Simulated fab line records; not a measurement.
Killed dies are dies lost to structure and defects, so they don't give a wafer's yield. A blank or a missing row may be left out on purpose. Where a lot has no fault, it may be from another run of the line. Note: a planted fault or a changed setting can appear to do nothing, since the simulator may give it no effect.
Matching of chambers / flow n5Finfet / N5_BEOL_M5_ETCH_62 on rieDiel-03 has 4 sister chambers
The step etches SOC in N2/H2, target depth 75 nm, overetch 15 nm, time 112.5 s. 18 wafers are shown with their chamber, then 9 later ones without.

WAFERS WITH THEIR CHAMBER
wafer=L076.2; chamber=2; drypumpMotorCurrentA (A)=6.6; showerheadPlenumPTorr (Torr)=2.50; rfVppV (V)=523.2
wafer=L076.5; chamber=3; drypumpMotorCurrentA (A)=5.5; showerheadPlenumPTorr (Torr)=2.63; rfVppV (V)=525.1
wafer=L076.6; chamber=0; drypumpMotorCurrentA (A)=6.5; showerheadPlenumPTorr (Torr)=2.62; rfVppV (V)=526.4
wafer=L077.2; chamber=2; drypumpMotorCurrentA (A)=6.6; showerheadPlenumPTorr (Torr)=2.50; rfVppV (V)=523.2
wafer=L077.3; chamber=1; drypumpMotorCurrentA (A)=5.7; showerheadPlenumPTorr (Torr)=2.60; rfVppV (V)=526.6
wafer=L077.6; chamber=3; drypumpMotorCurrentA (A)=5.4; showerheadPlenumPTorr (Torr)=2.63; rfVppV (V)=526.2
wafer=L078.2; chamber=2; drypumpMotorCurrentA (A)=6.6; showerheadPlenumPTorr (Torr)=2.50; rfVppV (V)=522.6
wafer=L078.3; chamber=3; drypumpMotorCurrentA (A)=5.4; showerheadPlenumPTorr (Torr)=2.63; rfVppV (V)=525.8
wafer=L078.6; chamber=3; drypumpMotorCurrentA (A)=5.5; showerheadPlenumPTorr (Torr)=2.63; rfVppV (V)=526.0
wafer=L079.1; chamber=3; drypumpMotorCurrentA (A)=5.4; showerheadPlenumPTorr (Torr)=2.63; rfVppV (V)=526.6
wafer=L079.2; chamber=2; drypumpMotorCurrentA (A)=6.6; showerheadPlenumPTorr (Torr)=2.50; rfVppV (V)=522.2
wafer=L079.5; chamber=1; drypumpMotorCurrentA (A)=5.7; showerheadPlenumPTorr (Torr)=2.60; rfVppV (V)=526.2
wafer=L084.3; chamber=0; drypumpMotorCurrentA (A)=6.5; showerheadPlenumPTorr (Torr)=2.62; rfVppV (V)=525.8
wafer=L084.4; chamber=0; drypumpMotorCurrentA (A)=6.5; showerheadPlenumPTorr (Torr)=2.62; rfVppV (V)=526.2
wafer=L084.6; chamber=3; drypumpMotorCurrentA (A)=5.4; showerheadPlenumPTorr (Torr)=2.62; rfVppV (V)=525.7
wafer=L092.1; chamber=2; drypumpMotorCurrentA (A)=6.6; showerheadPlenumPTorr (Torr)=2.49; rfVppV (V)=522.6
wafer=L092.2; chamber=3; drypumpMotorCurrentA (A)=5.5; showerheadPlenumPTorr (Torr)=2.61; rfVppV (V)=525.6
wafer=L092.3; chamber=1; drypumpMotorCurrentA (A)=5.7; showerheadPlenumPTorr (Torr)=2.59; rfVppV (V)=524.8

SIGNATURES, as means of the wafers listed above
reading=drypumpMotorCurrentA; chamber 0=6.500; chamber 1=5.700; chamber 2=6.600; chamber 3=5.443; scatter within a chamber=0.035
reading=showerheadPlenumPTorr; chamber 0=2.6200; chamber 1=2.5967; chamber 2=2.4980; chamber 3=2.6257; scatter within a chamber=0.00608
reading=rfVppV; chamber 0=526.133; chamber 1=525.867; chamber 2=522.760; chamber 3=525.857; scatter within a chamber=0.54
Rule: distance of a wafer from a chamber = root of the sum over the readings of ((wafer's reading minus chamber's mean) / reading's scatter) squared. The wafer belongs to the nearest chamber; if the next one is less than 2 further off, it can't be placed. The scatter: the root of (the sum of the squares of (reading less its chamber's mean) over the shown wafers, divided by (wafers less chambers)).

WAFERS WITH NO CHAMBER GIVEN
wafer=L095.1; drypumpMotorCurrentA (A)=5.7; showerheadPlenumPTorr (Torr)=2.58; rfVppV (V)=525.2
wafer=L095.3; drypumpMotorCurrentA (A)=6.5; showerheadPlenumPTorr (Torr)=2.61; rfVppV (V)=524.3
wafer=L095.6; drypumpMotorCurrentA (A)=6.6; showerheadPlenumPTorr (Torr)=2.48; rfVppV (V)=521.8
wafer=L094.3; drypumpMotorCurrentA (A)=5.7; showerheadPlenumPTorr (Torr)=2.58; rfVppV (V)=525.2
wafer=L094.5; drypumpMotorCurrentA (A)=6.6; showerheadPlenumPTorr (Torr)=2.48; rfVppV (V)=522.8
wafer=L094.6; drypumpMotorCurrentA (A)=5.7; showerheadPlenumPTorr (Torr)=2.58; rfVppV (V)=524.6
wafer=L096.1; drypumpMotorCurrentA (A)=6.5; showerheadPlenumPTorr (Torr)=2.60; rfVppV (V)=524.7
wafer=L096.4; drypumpMotorCurrentA (A)=6.6; showerheadPlenumPTorr (Torr)=2.48; rfVppV (V)=521.6
wafer=L096.5; drypumpMotorCurrentA (A)=6.5; showerheadPlenumPTorr (Torr)=2.60; rfVppV (V)=524.8

WHICH CHAMBER EACH WENT THROUGH
wafer=L095.1; from the rows above=1; in truth=1
wafer=L095.3; from the rows above=0; in truth=0
wafer=L095.6; from the rows above=2; in truth=2
wafer=L094.3; from the rows above=1; in truth=1
wafer=L094.5; from the rows above=2; in truth=2
wafer=L094.6; from the rows above=1; in truth=1
wafer=L096.1; from the rows above=0; in truth=0
wafer=L096.4; from the rows above=2; in truth=2
wafer=L096.5; from the rows above=0; in truth=0
Placed correctly: 9 of 9. Not placeable from these rows: 0. 0 placed wrongly.
